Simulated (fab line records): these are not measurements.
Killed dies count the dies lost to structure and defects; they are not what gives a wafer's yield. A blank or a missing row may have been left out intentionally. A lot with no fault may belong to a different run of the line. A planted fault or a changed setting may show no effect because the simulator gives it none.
Chamber matching | flow n5Finfet | N5_BEOL_M7_CURE_74 on uvCure-01 has 3 sister chambers
The step cures SiCOH lowk, time 240 s. 3 wafers are shown with their chamber, then 9 later ones without.

EACH WAFER AND ITS CHAMBER
wafer  | chamber | wafer_temp_C_max
L083.6 | 2       | 387.7
L087.4 | 1       | 385.7
L085.5 | 0       | 387.9

WAFERS WITHOUT THEIR CHAMBER
wafer  | wafer_temp_C_max
L085.3 | 386.7
L085.4 | 388.0
L085.6 | 387.6
L089.2 | 387.4
L089.3 | 387.2
L089.6 | 387.0
L091.2 | 385.5
L091.4 | 386.0
L091.5 | 385.9

WHICH CHAMBER EACH WENT THROUGH
wafer  | from the rows above          | in truth
L085.3 | can't be placed: 1 or 2 or 0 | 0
L085.4 | can't be placed: 0 or 2      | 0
L085.6 | can't be placed: 2 or 0      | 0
L089.2 | can't be placed: 2 or 0      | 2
L089.3 | can't be placed: 2 or 0      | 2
L089.6 | can't be placed: 2 or 0 or 1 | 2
L091.2 | 1                            | 1
L091.4 | 1                            | 1
L091.5 | 1                            | 1
Correctly placed: 3 of 9. Unplaceable from these rows: 6, with the true chamber sitting among the candidates in 6. Placed wrongly: 0.
How it was worked out, from the rows above alone: a wafer's distance from a chamber is the root of the sum, over the readings, of the square of ((its reading less the chamber's mean) divided by the reading's scatter). If the next closest chamber is less than 2 further off than the closest, the wafer can't be placed; otherwise it belongs to the closest. The mean given for a chamber averages the wafers shown for that chamber. The scatter: root of mean squared gap, hidden wafer to nearest shown wafer, with one shown wafer a chamber.
